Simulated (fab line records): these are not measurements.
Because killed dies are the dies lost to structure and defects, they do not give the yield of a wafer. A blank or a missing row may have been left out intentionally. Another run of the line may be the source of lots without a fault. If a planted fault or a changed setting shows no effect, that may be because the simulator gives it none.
fab line records | flow nand_harc
[record] lots = 15 | wafers = 45 | last_day = 24
route steps=1159 shown P_BONDPAD@380 A_START@389 A_ONON_D1@424 END@1159
lots that met no fault: taken from a fault-free run of the same line
start_h: hours from the record's first day to the start of the lot's first wafer shown | wait_h: hours elapsed since this lot's preceding step | " repeats the value in the row above | L1.1+2: a single row standing in for several wafers | - either no value or no given start | * or withheld: withheld | < > ~ a bound
route shown NAME@n: a module of which the file shows steps, and the number in the route of the first | usual: the fault-free wafers' mean and standard deviation | same: alike in all rows | chamber/n: place in a boat | sites: per-site readings | _std_site: standard deviation across them | _edge_site: the outer-site mean with the inner-site mean subtracted | radius_mm: for every site, how far away it sits from the centre of the wafer | mask NAME#n: copy n | behind: tool/chamber where the wafer was last shaped | hold: why the lot went on hold/how many hours it stayed there/how the hold came to an end | device: transistor that didn't switch, given as n, p or np | end of line: the same wafers' tests at the end of the route | for a step that has no rows: nothing shown but its recipe | killed: at the first sort, the dies lost to defects and structure; wafer yield is something else | map: the dies of a wafer, with x for killed, . for not killed, _ for no die there
set.NAME: the setting as run; set.NAME@STEP: as run at that earlier step | model.NAME: the simulator's own value behind a step, which no gauge read
one table for each step of the route and one row for each wafer, over a sample of lots
services: a tool's chamber out of use, with start hour (start_h, from the record's first day; less than 0 if before it), hours out, and reason
[[steps]]
[step NHARC_P_BONDPAD_CMP_19]
[recipe] t_overpolish_s = 30 | cu_recess_touch_s = 16 | target_thk_nm = 160.81
[usual] motor_current_A = 12.3/1.3 | overpolish_run_s = 30.000/0.011 | pad_life_wafers = 198/130
[same] t_overpolish_s = 30
lot.wafer | tool   | chamber | start_h | wait_h | motor_current_A | overpolish_run_s | pad_life_wafers
L308.4    | cmp-04 | 1       | 149.10  | -      | 11.6            | 30.000           | 246
L308.1    | "      | 3       | "       | "      | 12.9            | 29.999           | 248
L308.6    | "      | 1       | "       | "      | 11.7            | 30.011           | -
L309.1    | cmp-02 | 3       | 149.53  | -      | 14.1            | 30.008           | 90
L309.2    | "      | 2       | "       | "      | 10.8            | 29.986           | 93
L309.6    | "      | 0       | "       | "      | 12.6            | 30.006           | -
L310.1    | cmp-02 | 2       | 152.04  | -      | 10.3            | 29.990           | 108
L310.3    | "      | 3       | "       | "      | 14.3            | 29.993           | 109
L310.2    | "      | 1       | "       | "      | 12.8            | 29.993           | 111
L311.2    | cmp-02 | 2       | 159.22  | -      | 10.5            | 29.987           | 139
L311.4    | "      | 0       | "       | "      | 13.7            | 29.998           | 141
L311.6    | "      | 2       | "       | "      | 10.0            | 30.005           | -
L312.4    | cmp-03 | 1       | 172.55  | -      | 14.3            | 30.005           | 54
L312.3    | "      | 3       | "       | "      | 12.5            | 29.990           | 56
L312.5    | "      | 1       | "       | "      | 14.4            | 29.994           | -
L314.1    | cmp-02 | 0       | 181.35  | -      | 12.9            | 29.980           | 237
L314.5    | "      | 1       | "       | "      | 12.4            | 29.999           | -
L314.6    | "      | 2       | "       | "      | 10.4            | 30.016           | -
L315.1    | cmp-03 | 1       | 183.88  | -      | 14.2            | 29.992           | 108
L315.3    | "      | 0       | "       | "      | 9.7             | 30.012           | 111
L315.5    | "      | 2       | "       | "      | 13.5            | 30.016           | -
L316.3    | cmp-02 | 0       | 186.58  | -      | 12.7            | 30.005           | 264
L316.6    | "      | 0       | "       | "      | 12.4            | 30.010           | -
L316.5    | "      | 1       | "       | "      | 12.5            | 30.014           | -
L318.4    | cmp-02 | 3       | 210.54  | -      | 14.6            | 30.003           | 402
L318.1    | "      | 1       | "       | "      | 12.7            | 30.000           | 404
L318.2    | "      | 2       | "       | "      | 10.2            | 29.991           | 405
L323.1    | cmp-04 | 2       | 232.67  | -      | 11.7            | 30.017           | 156
L323.3    | "      | 3       | "       | "      | 13.2            | 30.013           | 157
L323.2    | "      | 1       | "       | "      | 11.6            | 30.013           | 159
L324.4    | cmp-04 | 1       | 239.71  | -      | 11.7            | 29.999           | 192
L324.1    | "      | 2       | "       | "      | 11.5            | 30.007           | 193
L324.5    | "      | 1       | "       | "      | 11.6            | 30.024           | -
L325.4    | cmp-02 | 3       | 248.97  | -      | 14.4            | 29.987           | 84
L325.2    | "      | 0       | "       | "      | 12.7            | 30.022           | 85
L325.6    | "      | 0       | "       | "      | 13.3            | 30.005           | -
L326.4    | cmp-04 | 0       | 254.10  | -      | 11.5            | 30.017           | 271
L326.3    | "      | 1       | "       | "      | 11.6            | 30.008           | 272
L326.6    | "      | 3       | "       | "      | 12.4            | 29.994           | -
L327.1    | cmp-03 | 1       | 260.20  | -      | 14.5            | 29.990           | 7
L327.2    | "      | 2       | "       | "      | 14.4            | 30.000           | 8
L327.3    | "      | 3       | "       | "      | 12.3            | 30.006           | 9
L328.1    | cmp-04 | 2       | 261.89  | -      | 11.7            | 30.009           | 306
L328.4    | "      | 0       | "       | "      | 12.0            | 29.995           | 308
L328.3    | "      | 1       | "       | "      | 11.0            | 30.021           | 309
[step NHARC_A_START_INSPECT_01]
[usual] raw_defect_count = 3.5/1.7
lot.wafer | tool              | chamber | start_h | wait_h | raw_defect_count
L308.1    | defect_inspect-01 | -       | 150.14  | -      | 2
L308.4    | "                 | -       | "       | "      | 6
L308.6    | "                 | -       | "       | "      | 3
L309.1    | defect_inspect-02 | -       | 150.56  | -      | 1
L309.2    | "                 | -       | "       | "      | 6
L309.6    | "                 | -       | "       | "      | 5
L310.1    | defect_inspect-01 | -       | 153.04  | -      | 3
L310.2    | "                 | -       | "       | "      | 6
L310.3    | "                 | -       | "       | "      | 6
L311.2    | defect_inspect-02 | -       | 160.19  | -      | 6
L311.4    | "                 | -       | "       | "      | 3
L311.6    | "                 | -       | "       | "      | 4
L312.3    | defect_inspect-02 | -       | 173.61  | -      | 6
L312.4    | "                 | -       | "       | "      | 3
L312.5    | "                 | -       | "       | "      | 2
L314.1    | defect_inspect-01 | -       | 182.31  | -      | 1
L314.5    | "                 | -       | "       | "      | 6
L314.6    | "                 | -       | "       | "      | 2
L315.1    | defect_inspect-01 | -       | 184.92  | -      | 4
L315.3    | "                 | -       | "       | "      | 5
L315.5    | "                 | -       | "       | "      | 3
L316.3    | defect_inspect-02 | -       | 187.66  | -      | 1
L316.5    | "                 | -       | "       | "      | 2
L316.6    | "                 | -       | "       | "      | 2
L318.1    | defect_inspect-02 | -       | 211.57  | -      | 5
L318.2    | "                 | -       | "       | "      | 5
L318.4    | "                 | -       | "       | "      | 3
L323.1    | defect_inspect-02 | -       | 233.68  | -      | 6
L323.2    | "                 | -       | "       | "      | 4
L323.3    | "                 | -       | "       | "      | 4
L324.1    | defect_inspect-01 | -       | 240.73  | -      | 4
L324.4    | "                 | -       | "       | "      | 4
L324.5    | "                 | -       | "       | "      | 6
L325.2    | defect_inspect-02 | -       | 250.00  | -      | 4
L325.4    | "                 | -       | "       | "      | 4
L325.6    | "                 | -       | "       | "      | 2
L326.3    | defect_inspect-02 | -       | 255.08  | -      | 1
L326.4    | "                 | -       | "       | "      | 2
L326.6    | "                 | -       | "       | "      | 2
L327.1    | defect_inspect-02 | -       | 261.21  | -      | 4
L327.2    | "                 | -       | "       | "      | 1
L327.3    | "                 | -       | "       | "      | 4
L328.1    | defect_inspect-02 | -       | 262.90  | -      | 8
L328.3    | "                 | -       | "       | "      | 2
L328.4    | "                 | -       | "       | "      | 2
[step NHARC_A_ONON_D1_DEP_00]
[recipe] target_thk_a = 10000 | n2_flow_sccm = 2750 | n2o_flow_sccm = 2000 | nh3_flow_sccm = 500 | sih4_flow_sccm = 210 | temp_c = 400
[usual] n2_flow_sccm = 2748/8.6 | n2o_flow_sccm = 2000/5.3 | susceptor_temp_C = 400.02/0.21
lot.wafer | tool          | chamber | start_h | wait_h | n2_flow_sccm | n2o_flow_sccm | susceptor_temp_C
L308.1    | pecvd_onon-04 | 0       | 173.69  | 0.1    | 2753         | 1991          | 400.33
L308.4    | "             | 0       | "       | "      | 2738         | 1993          | 400.18
L308.6    | "             | 0       | "       | "      | 2731         | 2000          | 399.92
L309.1    | pecvd_onon-03 | 0       | 173.69  | 0.1    | 2751         | 1995          | 399.65
L309.2    | "             | 0       | "       | "      | 2754         | 2000          | 400.00
L309.6    | "             | 0       | "       | "      | 2763         | 2002          | 399.92
L310.1    | pecvd_onon-02 | 0       | 173.70  | 0.1    | 2745         | 1996          | 400.02
L310.2    | "             | 0       | "       | "      | 2738         | 2003          | 400.09
L310.3    | "             | 0       | "       | "      | 2741         | 2002          | 400.28
L311.2    | pecvd_onon-03 | 0       | 183.51  | 0.4    | 2756         | 2000          | 400.42
L311.4    | "             | 0       | "       | "      | 2745         | 1995          | 400.20
L311.6    | "             | 0       | "       | "      | 2755         | 1995          | 400.28
L312.3    | pecvd_onon-04 | 0       | 198.92  | 0.2    | 2758         | 2001          | 399.89
L312.4    | "             | 0       | "       | "      | 2751         | 2001          | 399.53
L312.5    | "             | 0       | "       | "      | 2754         | 2002          | 399.60
L315.1    | pecvd_onon-04 | -       | 204.97  | 0.1    | -            | -             | -
L315.3    | "             | -       | "       | "      | -            | -             | -
L315.5    | "             | -       | "       | "      | -            | -             | -
L314.1    | pecvd_onon-03 | -       | 204.99  | 0.1    | -            | -             | -
L314.5    | "             | -       | "       | "      | -            | -             | -
L314.6    | "             | -       | "       | "      | -            | -             | -
L316.3    | pecvd_onon-02 | -       | 211.14  | 0.2    | -            | -             | -
L316.5    | "             | -       | "       | "      | -            | -             | -
L316.6    | "             | -       | "       | "      | -            | -             | -
L318.1    | pecvd_onon-02 | 0       | 234.02  | 0.1    | 2760         | 2001          | 400.22
L318.2    | "             | 0       | "       | "      | 2755         | 2001          | 400.08
L318.4    | "             | 0       | "       | "      | 2762         | 1999          | 399.97
L323.1    | pecvd_onon-02 | 0       | 254.64  | 0.1    | 2748         | 2006          | 399.75
L323.2    | "             | 0       | "       | "      | 2751         | 2001          | 399.61
L323.3    | "             | 0       | "       | "      | 2745         | 1999          | 399.93
L324.1    | pecvd_onon-02 | 0       | 264.11  | 0.1    | 2750         | 2003          | 400.00
L324.4    | "             | 0       | "       | "      | 2735         | 2002          | 399.97
L324.5    | "             | 0       | "       | "      | 2738         | 1992          | 399.81
L325.2    | pecvd_onon-03 | 0       | 273.60  | 0.1    | 2758         | 2001          | 399.96
L325.4    | "             | 0       | "       | "      | 2750         | 1998          | 399.63
L325.6    | "             | 0       | "       | "      | 2750         | 2004          | 400.19
L326.3    | pecvd_onon-04 | 0       | 278.25  | 0.2    | 2745         | 2004          | 400.20
L326.4    | "             | 0       | "       | "      | 2746         | 2010          | 400.24
L326.6    | "             | 0       | "       | "      | 2735         | 1998          | 400.33
L328.1    | pecvd_onon-03 | 0       | 283.64  | 0.1    | 2750         | 2002          | 399.93
L328.3    | "             | 0       | "       | "      | 2741         | 2005          | 399.97
L328.4    | "             | 0       | "       | "      | 2752         | 1997          | 399.94
L327.1    | pecvd_onon-04 | 0       | 283.64  | 0.1    | 2753         | 2001          | 399.84
L327.2    | "             | 0       | "       | "      | 2755         | 2004          | 400.16
L327.3    | "             | 0       | "       | "      | 2746         | 2007          | 399.87
[step NHARC_END_SORT_01]
[recipe] temp_c = 25
[usual] killed_at_array = 26/9.6 | killed_at_other = 0.7/0.92 | killed_at_periphery = 3.8/2.7 | killed_dies = 31/10 | killed_open = 3.3/1.7 | killed_short = 1.8/1.3
[same] gross_dies = 677
lot.wafer | tool      | chamber | start_h | wait_h | killed_at_array | killed_at_other | killed_at_periphery | killed_dies | killed_open | killed_short
L314.1    | prober-01 | 0       | 486.13  | 2.5    | 674             | 0               | 3                   | 677         | 4           | 0
L314.5    | prober-01 | 0       | 489.37  | 3.7    | 671             | 0               | 6                   | 677         | 4           | 3
L314.6    | prober-01 | 0       | 490.18  | 4.0    | 673             | 0               | 4                   | 677         | 1           | 5
L316.3    | prober-02 | 0       | 487.72  | 3.1    | 674             | 0               | 3                   | 677         | 0           | 1
L316.5    | prober-02 | 0       | 489.34  | 3.7    | 672             | 0               | 5                   | 677         | 4           | 1
L316.6    | prober-02 | 0       | 490.16  | 4.1    | 675             | 0               | 2                   | 677         | 2           | 1
L315.1    | prober-02 | 0       | 493.93  | 2.5    | 673             | 0               | 4                   | 677         | 1           | 3
L315.3    | prober-02 | 0       | 495.50  | 3.0    | 669             | 1               | 7                   | 677         | 2           | 3
L315.5    | prober-02 | 0       | 497.06  | 3.6    | 669             | 0               | 8                   | 677         | 2           | 1
L318.1    | prober-02 | 0       | 505.76  | 2.5    | 18              | 1               | 2                   | 21          | 2           | 4
L318.2    | prober-02 | 0       | 506.57  | 2.8    | 30              | 0               | 1                   | 31          | 3           | 2
L318.4    | prober-02 | 0       | 508.19  | 3.4    | 22              | 0               | 8                   | 30          | 5           | 2
L323.1    | prober-01 | 0       | 544.71  | 2.5    | 33              | 1               | 18                  | 52          | 5           | 1
L323.2    | prober-01 | 0       | 545.52  | 2.8    | 25              | 1               | 12                  | 38          | 1           | 1
L323.3    | prober-01 | 0       | 546.32  | 3.1    | 44              | 2               | 9                   | 55          | 2           | 4
// killed by level:class
L314.1 A_ONON_D1:area_dep=633 A_CHANNEL_HOLE_D1:chamber_film_flake=23 A_SLIT:chamber_film_flake=8 A_WL_FILL:chamber_film_flake=4 A_M0:geometric_particle:open=2 P_M0:geometric_particle:open=1 A_CHANNEL_FILL_D1:geometric_particle:open=1 P_GATE:chamber_film_flake=1
L316.3 A_ONON_D1:area_dep=647 A_CHANNEL_HOLE_D1:chamber_film_flake=16 A_SLIT:chamber_film_flake=8 A_ZERO_WELL:chamber_film_flake=3 P_GATE:geometric_particle:short=1 P_ZERO_WELL:chamber_film_flake=1 P_GATE:chamber_film_flake=1
L316.5 A_ONON_D1:area_dep=643 A_CHANNEL_HOLE_D1:chamber_film_flake=18 A_SLIT:chamber_film_flake=6 P_GATE:geometric_particle:open=2 P_GATE:chamber_film_flake=2 P_CONTACT:geometric_particle:open=1 A_WL_FILL:geometric_particle:short=1 A_CONTACT:geometric_particle:open=1
L314.5 A_ONON_D1:area_dep=632 A_CHANNEL_HOLE_D1:chamber_film_flake=18 A_SLIT:chamber_film_flake=8 A_CONTACT:chamber_film_flake=4 P_ZERO_WELL:chamber_film_flake=3 A_CHANNEL_FILL_D1:chamber_film_flake=2 P_GATE:geometric_particle:open=1 A_ONON_D1:geometric_particle:short=1
L316.6 A_ONON_D1:area_dep=642 A_CHANNEL_HOLE_D1:chamber_film_flake=15 A_SLIT:chamber_film_flake=9 A_ZERO_WELL:chamber_film_flake=3 A_SGD_CUT:chamber_film_flake=2 P_M0:geometric_particle:open=1 A_ONON_D1:geometric_particle:open=1 A_CHANNEL_FILL_D1:geometric_particle:short=1
L314.6 A_ONON_D1:area_dep=641 A_CHANNEL_HOLE_D1:chamber_film_flake=18 A_SLIT:chamber_film_flake=5 A_STAIRCASE:chamber_film_flake=2 A_CONTACT:chamber_film_flake=2 P_CONTACT:geometric_particle:short=1 P_M2:geometric_particle:short=1 A_ONON_D1:geometric_particle:open=1
L315.1 A_ONON_D1:area_dep=654 A_SLIT:chamber_film_flake=8 A_CONTACT:chamber_film_flake=3 P_GATE:chamber_film_flake=2 A_ZERO_WELL:chamber_film_flake=2 A_SGD_CUT:chamber_film_flake=2 P_M0:geometric_particle:open=1 A_SOURCE_PLATE:geometric_particle:short=1
L315.3 A_ONON_D1:area_dep=651 A_ZERO_WELL:chamber_film_flake=4 A_SLIT:chamber_film_flake=4 A_CHANNEL_HOLE_D1:chamber_film_flake=3 P_GATE:chamber_film_flake=2 A_SGD_CUT:chamber_film_flake=2 P_ZERO_WELL:geometric_particle:open=1 P_M2:geometric_particle:open=1
L315.5 A_ONON_D1:area_dep=656 A_CHANNEL_HOLE_D1:chamber_film_flake=5 A_CONTACT:chamber_film_flake=5 P_GATE:chamber_film_flake=4 A_SLIT:chamber_film_flake=2 P_STI:geometric_particle:short=1 P_BONDPAD:geometric_particle:open=1 A_CONTACT:geometric_particle:open=1
L318.1 A_SLIT:chamber_film_flake=7 P_STI:chamber_film_flake=2 A_STAIRCASE:chamber_film_flake=2 A_SOURCE_PLATE:geometric_particle:short=1 A_CONTACT:chamber_film_flake=1 A_SLIT:geometric_particle:short=1 A_WL_FILL:geometric_particle:open=1 A_WL_FILL:geometric_particle:short=1
L318.2 A_STAIRCASE:chamber_film_flake=9 A_SLIT:chamber_film_flake=7 A_CHANNEL_FILL_D1:chamber_film_flake=5 A_CHANNEL_HOLE_D1:chamber_film_flake=3 P_M1:geometric_particle:open=1 A_WL_FILL:geometric_particle:open=1 A_WL_FILL:geometric_particle:short=1 A_BLC:geometric_particle:open=1
L318.4 A_STAIRCASE:chamber_film_flake=7 A_SLIT:chamber_film_flake=6 P_BONDPAD:chamber_film_flake=3 P_STI:chamber_film_flake=2 A_CHANNEL_HOLE_D1:chamber_film_flake=2 A_CHANNEL_FILL_D1:chamber_film_flake=2 P_GATE:geometric_particle:open=1 P_M0:geometric_particle:open=1
L323.1 A_CHANNEL_HOLE_D1:chamber_film_flake=22 P_CONTACT:chamber_film_flake=11 A_CONTACT:chamber_film_flake=5 P_STI:chamber_film_flake=4 A_CONTACT:geometric_particle:open=2 P_GATE:geometric_particle:open=1 P_CONTACT:geometric_particle:open=1 A_WL_FILL:geometric_particle:open=1
L323.2 A_CHANNEL_HOLE_D1:chamber_film_flake=17 P_CONTACT:chamber_film_flake=7 A_CONTACT:chamber_film_flake=5 P_STI:chamber_film_flake=4 P_M2:geometric_particle:open=1 A_CONTACT:geometric_particle:short=1 A_WL_FILL:chamber_film_flake=1 A_M0:chamber_film_flake=1
L323.3 A_CHANNEL_HOLE_D1:chamber_film_flake=30 P_STI:chamber_film_flake=5 A_CONTACT:chamber_film_flake=4 A_STAIRCASE:chamber_film_flake=3 THIN_TSV:chamber_film_flake=2 P_GATE:geometric_particle:open=1 P_CONTACT:geometric_particle:short=1 P_M2:geometric_particle:short=1
[[services]]
tool          | chamber | start_h | hours | kind
cmp-02        | -       | 128.50  | 4.0   | pm
cmp-02        | -       | 132.50  | -     | consumable_replace:conditioner
cmp-02        | -       | 132.50  | -     | consumable_replace:pad
cmp-02        | -       | 134.29  | 1.5   | repair
cmp-02        | -       | 145.79  | 3.1   | repair
pecvd_onon-03 | -       | 153.04  | 13.0  | pm
cmp-03        | -       | 156.00  | 4.0   | pm
cmp-03        | -       | 160.00  | -     | consumable_replace:conditioner
cmp-03        | -       | 160.00  | -     | consumable_replace:pad
cmp-02        | -       | 173.00  | 0.4   | repair
cmp-03        | -       | 178.00  | 1.1   | repair
cmp-04        | -       | 181.05  | 0.7   | repair
cmp-02        | -       | 195.89  | 4.7   | repair
cmp-04        | -       | 203.17  | 4.0   | pm
cmp-04        | -       | 207.17  | -     | consumable_replace:conditioner
cmp-04        | -       | 207.17  | -     | consumable_replace:pad
cmp-02        | -       | 226.50  | 4.0   | pm
cmp-02        | -       | 230.50  | -     | consumable_replace:conditioner
cmp-02        | -       | 230.50  | -     | consumable_replace:pad
cmp-02        | -       | 233.37  | 2.2   | repair
pecvd_onon-04 | -       | 237.00  | 13.0  | pm
cmp-04        | -       | 242.97  | 0.8   | repair
cmp-03        | -       | 254.00  | 4.0   | pm
cmp-03        | -       | 258.00  | -     | consumable_replace:conditioner
[[key]]
[first_sign] step = NHARC_A_ONON_D1_DEP_00 | reading = tool_record | direction = missing
[effect] step = NHARC_END_SORT_01 | reading = killed_at_array | direction = up | sigmas = 67 | usual = 26 | struck = 672
[more_kills_born_at] NHARC_A_ONON_D1_DEP_00@pecvd_onon-04 = 1961 | NHARC_A_ONON_D1_DEP_00@pecvd_onon-02 = 1932 | NHARC_A_ONON_D1_DEP_00@pecvd_onon-03 = 1906
met_at NHARC_A_ONON_D1_DEP_00
struck_lots L314,L315,L316
later_rows_left_out L314.1,L314.5,L314.6,L315.1,L315.3,L315.5,L316.3,L316.5,L316.6
tester_left_out L314,L315,L316
not_acting_at NHARC_P_BONDPAD_CMP_19,NHARC_A_START_INSPECT_01
onset_between 198.92 204.97
[fault] kind = skipped_step_whole | tool = pecvd_onon-02,pecvd_onon-03,pecvd_onon-04 | chamber = - | onset_h = 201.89 | steps = NHARC_A_ONON_D1_DEP_00 | scope = struck_lots_only
// tester_left_out: of these lots the tester's yield and bins aren't shown, on N5 and GAA mostly nor the transistor test; their killed dies are dies lost to structure and defects alone, not to doping, threshold or leakage, so they don't give the yield
// later_rows_left_out: the simulator's readings of these wafers behind a module that went badly wrong aren't trusted and aren't shown, but for the sort
